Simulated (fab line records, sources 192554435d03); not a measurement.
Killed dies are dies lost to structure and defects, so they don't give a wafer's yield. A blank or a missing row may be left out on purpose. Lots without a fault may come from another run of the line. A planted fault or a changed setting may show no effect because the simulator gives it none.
fab line records | flow n5_finfet
record lots=10 wafers=30 last_day=18
route steps=1938 shown BEOL_M1@821 BEOL_M2@841 BEOL_M4@1111
lots that met no fault: from a run of the same line without faults
start_h: hours from the record's first day to the start of the lot's first wafer shown | wait_h: hours since the lot's step before | " the same as in the row above | L1.1+2: a row that stands for several wafers | - no value, or no start given | * or withheld: withheld | < > ~ a bound
route shown NAME@n: a module of which the file shows steps, and the number in the route of the first | usual: mean/standard deviation of fault-free wafers | same: alike in all rows | chamber/n: place in a boat | sites: the reading at each site | _std_site: their standard deviation | _edge_site: outer sites' mean less inner sites' | radius_mm: how far each site lies from the wafer's centre | mask NAME#n: copy n | behind: the tool/chamber that last shaped the wafer | hold: why the lot was held/for how many hours/how that ended | device: the transistor (n, p or np) that didn't switch | end of line: the same wafers' tests at the end of the route | a step without rows: its recipe alone | killed: dies lost to structure and defects at the first sort, not the wafer's yield | map: a wafer's dies, x killed, . not, _ none there
set.NAME: the setting as run; set.NAME@STEP: as run at that earlier step | model.NAME: the simulator's own value behind a step, which no gauge read
steps of the route over a sample of lots; a table a step, a row a wafer
services: from which hour (start_h, from the record's first day; less than 0 if before it) a tool's chamber was out of use, for how many hours, and why
## steps
# step N5_BEOL_M1_ANNEAL_87
# recipe temp_c=400 time_s=240 ambient=vacuum
# usual heater_power_w=821/97
# columns lot.wafer tool chamber start_h wait_h heater_power_w
L749.1 pvd_sputter-02 - 138.75 0.0 1025
L749.3 " - " " 763
L749.5 " - " " 1065
L750.2 pvd_sputter-01 - 140.55 0.0 715
L750.5 " - " " 885
L750.6 " - " " 903
L751.3 pvd_sputter-01 - 153.46 0.0 870
L751.5 " - " " 712
L751.6 " - " " 857
L752.2 pvd_sputter-03 - 153.81 0.0 778
L752.5 " - " " 773
L752.6 " - " " 727
L753.2 pvd_sputter-01 - 177.36 0.0 926
L753.3 " - " " 742
L753.6 " - " " 720
L755.1 pvd_sputter-02 - 179.14 0.0 1014
L755.2 " - " " 889
L755.5 " - " " 823
L756.2 pvd_sputter-01 - 188.66 0.0 700
L756.5 " - " " 873
L756.6 " - " " 877
L761.1 pvd_sputter-03 - 221.77 0.0 777
L761.3 " - " " 806
L761.5 " - " " 789
L766.1 pvd_sputter-01 - 255.22 0.0 903
L766.4 " - " " 709
L766.5 " - " " 925
L770.1 pvd_sputter-01 - 274.42 0.0 887
L770.5 " - " " 707
L770.6 " - " " 883
# step N5_BEOL_M1_CO_CAP_55
# recipe material=Co target_thk_a=20 temp_c=200 precursor=CCTBA/H2 pressure_torr=30 time_s=102.1
# usual heater_power_outer_w=119/9.2 heater_power_w=234/17 run_length_s=124.8/0.61
# columns lot.wafer tool chamber start_h wait_h heater_power_outer_w heater_power_w run_length_s
L749.1 cvd_co-01 2 140.76 0.0 113 225 123.7
L749.3 " 1 " " 134 260 125.2
L749.5 " 0 " " 104 212 125.1
L750.2 cvd_co-01 0 142.44 0.0 108 211 124.9
L750.5 " 0 " " 107 211 124.8
L750.6 " 2 " " 114 227 123.6
L751.3 cvd_co-02 2 155.35 0.0 128 234 125.2
L751.5 " 0 " " 119 235 125.0
L751.6 " 2 " " 128 242 125.5
L752.2 cvd_co-02 2 155.70 0.0 129 235 125.5
L752.5 " 0 " " 121 239 124.8
L752.6 " 2 " " 126 239 125.3
L753.2 cvd_co-01 2 179.25 0.0 115 229 123.8
L753.3 " 1 " " 134 270 125.6
L753.6 " 0 " " 108 212 125.0
L755.1 cvd_co-01 2 181.02 0.0 108 220 172.7
L755.2 " 0 " " 109 214 174.4
L755.5 " 2 " " 112 223 172.2
L756.2 cvd_co-02 1 190.61 0.0 109 218 124.9
L756.5 " 0 " " 124 238 124.1
L756.6 " 1 " " 112 221 125.0
L761.1 cvd_co-01 2 223.69 0.0 112 225 172.3
L761.3 " 1 " " 130 263 173.8
L761.5 " 2 " " 114 225 172.4
L766.1 cvd_co-02 2 267.24 0.0 134 239 125.2
L766.4 " 1 " " 110 219 124.4
L766.5 " 2 " " 128 240 125.3
L770.1 cvd_co-01 1 276.50 0.0 130 265 125.8
L770.5 " 1 " " 133 262 125.1
L770.6 " 0 " " 108 218 124.9
# step N5_BEOL_M2_ILD_DEP_00
# recipe material=SiOC target_thk_a=790 temp_c=350 precursor=DEMS/O2 pressure_torr=5 rf_w=500 time_s=15.3
# usual heater_power_outer_w=253/35 heater_power_w=494/43 showerhead_plenum_p_Torr=5.696/0.016 throttle_valve_pct=12.3/0.99
# columns lot.wafer tool chamber start_h wait_h heater_power_outer_w heater_power_w showerhead_plenum_p_Torr throttle_valve_pct
L749.1 pecvd-04 2 141.00 0.0 276 526 5.654 10.9
L749.3 " 1 " " 195 428 5.697 12.3
L749.5 " 2 " " 273 507 5.663 11.1
L750.2 pecvd-03 1 142.68 0.0 190 396 5.718 12.8
L750.5 " 1 " " 195 402 5.708 12.5
L750.6 " 2 " " 310 582 5.683 11.2
L751.3 pecvd-02 1 155.60 0.0 295 525 5.704 12.0
L751.5 " 2 " " 228 453 5.703 12.2
L751.6 " 1 " " 305 530 5.697 11.8
L752.2 pecvd-02 0 155.94 0.0 277 529 5.674 13.2
L752.5 " 0 " " 273 563 5.678 13.0
L752.6 " 1 " " 316 540 5.727 12.1
L753.2 pecvd-02 0 179.50 0.0 240 495 5.668 12.8
L753.3 " 2 " " 248 486 5.705 11.9
L753.6 " 2 " " 247 492 5.707 12.1
L755.1 pecvd-03 0 181.27 0.0 243 502 5.700 11.7
L755.2 " 1 " " 208 439 5.716 12.9
L755.5 " 0 " " 248 509 5.706 11.6
L756.2 pecvd-04 2 190.89 0.0 281 533 5.674 10.9
L756.5 " 2 " " 287 538 5.684 11.2
L756.6 " 1 " " 250 506 5.700 12.2
L761.1 pecvd-03 1 223.98 0.0 200 413 5.720 12.8
L761.3 " 0 " " 197 447 5.711 11.6
L761.5 " 0 " " 200 443 5.712 11.6
L766.1 pecvd-03 0 267.49 0.0 236 489 5.721 11.4
L766.4 " 2 " " 306 551 5.686 11.7
L766.5 " 1 " " 201 420 5.722 12.7
L770.1 pecvd-02 1 276.74 0.0 296 529 5.713 11.7
L770.5 " 1 " " 297 546 5.701 12.1
L770.6 " 0 " " 211 458 5.684 13.3
# step N5_BEOL_M2_HM_DEP_02
# recipe material=TiN target_thk_a=200 temp_c=25 chamber_pressure_pa=0.49996
# usual throttle_valve_pct=30.2/0.98
# columns lot.wafer tool chamber start_h wait_h throttle_valve_pct
L749.1 pvd_sputter-01 - 143.91 2.8 31.8
L749.3 " - " " 30.7
L749.5 " - " " 30.7
L750.2 pvd_sputter-01 - 144.39 1.6 31.7
L750.5 " - " " 30.7
L750.6 " - " " 31.5
L751.3 pvd_sputter-02 - 156.41 0.7 29.2
L751.5 " - " " 28.8
L751.6 " - " " 29.5
L752.2 pvd_sputter-02 - 156.67 0.6 28.8
L752.5 " - " " 29.4
L752.6 " - " " 29.3
L753.2 pvd_sputter-03 - 180.47 0.8 32.0
L753.3 " - " " 29.4
L753.6 " - " " 29.2
L755.1 pvd_sputter-01 - 181.45 0.1 31.7
L755.2 " - " " 30.8
L755.5 " - " " 31.8
L756.2 pvd_sputter-02 - 191.74 0.7 29.1
L756.5 " - " " 29.6
L756.6 " - " " 29.5
L761.1 pvd_sputter-01 - 224.22 0.1 30.7
L761.3 " - " " 31.9
L761.5 " - " " 31.6
L766.1 pvd_sputter-03 - 268.46 0.9 29.3
L766.4 " - " " 29.3
L766.5 " - " " 31.9
L770.1 pvd_sputter-03 - 277.88 1.0 30.1
L770.5 " - " " 29.3
L770.6 " - " " 32.1
# step N5_BEOL_M4_RC_MEAS_101
# usual DIBL_N=36.2/1.6 DIBL_P=36.1/2 IOFF_N=0.16/0.032 IOFF_P=0.22/0.036 ION_N=672/11 ION_P=463/7.5 SS_N=71.4/0.58 SS_P=73.2/0.67 VT_N=250/3.3 VT_P=-250/3.3
# columns lot.wafer tool chamber start_h wait_h DIBL_N[mV/V] DIBL_P[mV/V] IOFF_N[nA/um] IOFF_P[nA/um] ION_N[uA/um] ION_P[uA/um] SS_N[mV/dec] SS_P[mV/dec] VT_N[mV] VT_P[mV]
L749.1 prober-02 0 179.65 0.0 35.8 36.9 0.15 0.22 678 470 71.6 73.6 248 -250
L749.3 " 0 " " 35.9 35.7 0.15 0.19 664 457 71.4 72.8 249 -252
L749.5 " 0 " " 38.0 39.7 0.19 0.27 675 469 72.2 74.3 249 -249
L750.2 prober-02 0 181.64 0.2 36.3 35.6 0.16 0.23 683 474 71.8 73.3 247 -250
L750.5 " 0 " " 37.3 37.0 0.18 0.25 680 465 71.7 73.5 247 -246
L750.6 " 0 " " 37.1 36.1 0.16 0.22 680 472 71.6 73.8 248 -250
L751.3 prober-01 0 197.74 0.3 38.3 35.2 0.17 0.21 679 465 71.6 73.2 248 -249
L751.5 " 0 " " 35.9 32.5 0.13 0.18 662 458 71.3 71.8 248 -251
L751.6 " 0 " " 36.2 33.4 0.13 0.19 671 460 71.5 72.3 251 -250
L752.2 prober-01 0 200.53 0.2 37.3 36.4 0.17 0.23 673 467 71.5 73.2 250 -247
L752.5 " 0 " " 36.5 34.5 0.17 0.20 678 459 71.8 72.7 247 -249
L752.6 " 0 " " 34.3 33.2 0.13 0.18 668 457 70.1 72.1 249 -250
L753.2 prober-02 0 217.83 0.2 36.2 36.8 0.15 0.20 654 455 72.1 73.0 252 -251
L753.3 " 0 " " 35.3 34.3 0.12 0.17 665 461 71.8 72.3 255 -253
L753.6 " 0 " " 37.4 39.0 0.18 0.23 671 458 71.7 74.2 248 -250
L755.1 prober-01 0 220.24 0.0 37.7 38.2 0.22 0.30 675 464 71.6 74.1 245 -245
L755.2 " 0 " " 35.6 36.0 0.17 0.24 685 471 71.0 73.0 245 -248
L755.5 " 0 " " 35.2 35.4 0.16 0.24 667 466 70.4 73.9 250 -245
L756.2 prober-02 0 224.69 0.2 37.7 37.1 0.17 0.24 675 471 71.8 73.0 247 -246
L756.5 " 0 " " 37.3 38.2 0.16 0.26 678 471 71.5 74.0 248 -245
L756.6 " 0 " " 37.0 38.0 0.16 0.24 682 466 71.5 72.8 249 -246
L761.1 prober-01 0 278.71 0.0 34.1 34.8 0.13 0.16 669 455 71.1 72.4 252 -256
L761.3 " 0 " " 35.1 36.3 0.14 0.18 668 459 70.8 72.5 252 -256
L761.5 " 0 " " 34.9 35.6 0.13 0.17 656 444 70.9 73.1 254 -255
L766.1 prober-02 0 317.33 0.0 35.7 34.4 0.15 0.18 675 458 71.3 73.4 250 -255
L766.4 " 0 " " 35.1 34.1 0.15 0.17 665 449 71.9 73.3 252 -251
L766.5 " 0 " " 36.1 35.5 0.16 0.19 679 455 71.9 73.0 249 -251
L770.1 prober-02 0 339.85 0.0 38.7 39.5 0.20 0.25 694 469 72.4 73.6 244 -246
L770.5 " 0 " " 36.5 37.2 0.16 0.22 679 470 72.2 73.4 250 -247
L770.6 " 0 " " 34.7 35.7 0.13 0.20 661 465 71.4 72.2 252 -252
## services
# columns tool chamber start_h hours kind
pecvd-04 - 116.67 4.2 repair
cvd_co-01 - 150.27 6.0 pm
pvd_sputter-02 - 157.68 14.3 repair
cvd_co-02 2 170.31 5.1 repair
pecvd-02 1 176.31 5.5 scheduled_down
pecvd-04 0 185.10 15.7 repair
cvd_co-02 2 189.78 8.0 repair
pecvd-02 - 193.63 1.1 repair
pecvd-03 - 200.41 0.4 repair
pvd_sputter-02 - 207.32 1.6 repair
cvd_co-01 - 208.98 14.6 pm
pecvd-03 0 214.70 6.0 repair
pecvd-04 2 216.12 - calibration
pecvd-02 2 227.03 2.5 repair
pecvd-04 - 229.60 7.4 repair
## key
first_sign step=N5_BEOL_M1_CO_CAP_55 reading=run_length_s direction=up sigmas=79 usual=* struck=*
effect none on later readings
met_at N5_BEOL_M1_CO_CAP_55
struck_lots L755,L761
not_acting_at N5_BEOL_M1_ANNEAL_87,N5_BEOL_M2_ILD_DEP_00,N5_BEOL_M2_HM_DEP_02
onset_between 179.25 181.02
fault kind=process_parameter_drift tool=cvd_co-01 chamber=- onset_h=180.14 steps=N5_BEOL_M1_CO_CAP_55 channel=time_s offset=* shape=step end_h=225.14 acts_in=* stated=*
